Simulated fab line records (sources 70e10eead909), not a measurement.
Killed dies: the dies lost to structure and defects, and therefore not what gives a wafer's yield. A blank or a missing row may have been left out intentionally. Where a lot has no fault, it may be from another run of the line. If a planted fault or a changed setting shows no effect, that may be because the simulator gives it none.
The tool behind it: which one? | flow nandHarc | 6 lots (18 wafers sampled), 1 step of a 1302-step route

## WHAT THE GAUGES READ, wafer by wafer
NHARC_P_BONDPAD_INSPECT_23.
lot  | measured     | on               | rawDefectCount
L913 | day 9 06:26  | defectInspect-02 | 219 243 179
L916 | day 10 07:04 | defectInspect-01 | 297 258 321
L918 | day 11 05:15 | defectInspect-02 | 237 254 343
L921 | day 12 21:40 | defectInspect-02 | 171 304 197
L924 | day 13 17:00 | defectInspect-02 | 288 252 179
L929 | day 15 21:46 | defectInspect-02 | 361 272 303

## EACH LOT AND THE TOOL THAT RAN IT (in order: tool; ch and the chambers of the sampled wafers; start)
The record shows no process step preceding these readings.

## THE ANSWER, worked out from the rows above alone
Rule: usual is defined by the lots themselves. The widest of any qualifying gaps counts: lots, ordered by their means at a reading, are off when they make up no more than a third of the lots, leave a main group of 4 or more, and stand apart from it by 3 or more times the standard deviation of that group's means. Not used: any main group whose means are identical at the precision the tables above print for the reading. Also off: a lot with no number at a reading for which 4 or more lots have one. The other lots that the step has rows for count as sound.
No lot is off at any reading shown: from this, nothing can be told.

## WHAT THE SIMULATOR HAD PUT IN
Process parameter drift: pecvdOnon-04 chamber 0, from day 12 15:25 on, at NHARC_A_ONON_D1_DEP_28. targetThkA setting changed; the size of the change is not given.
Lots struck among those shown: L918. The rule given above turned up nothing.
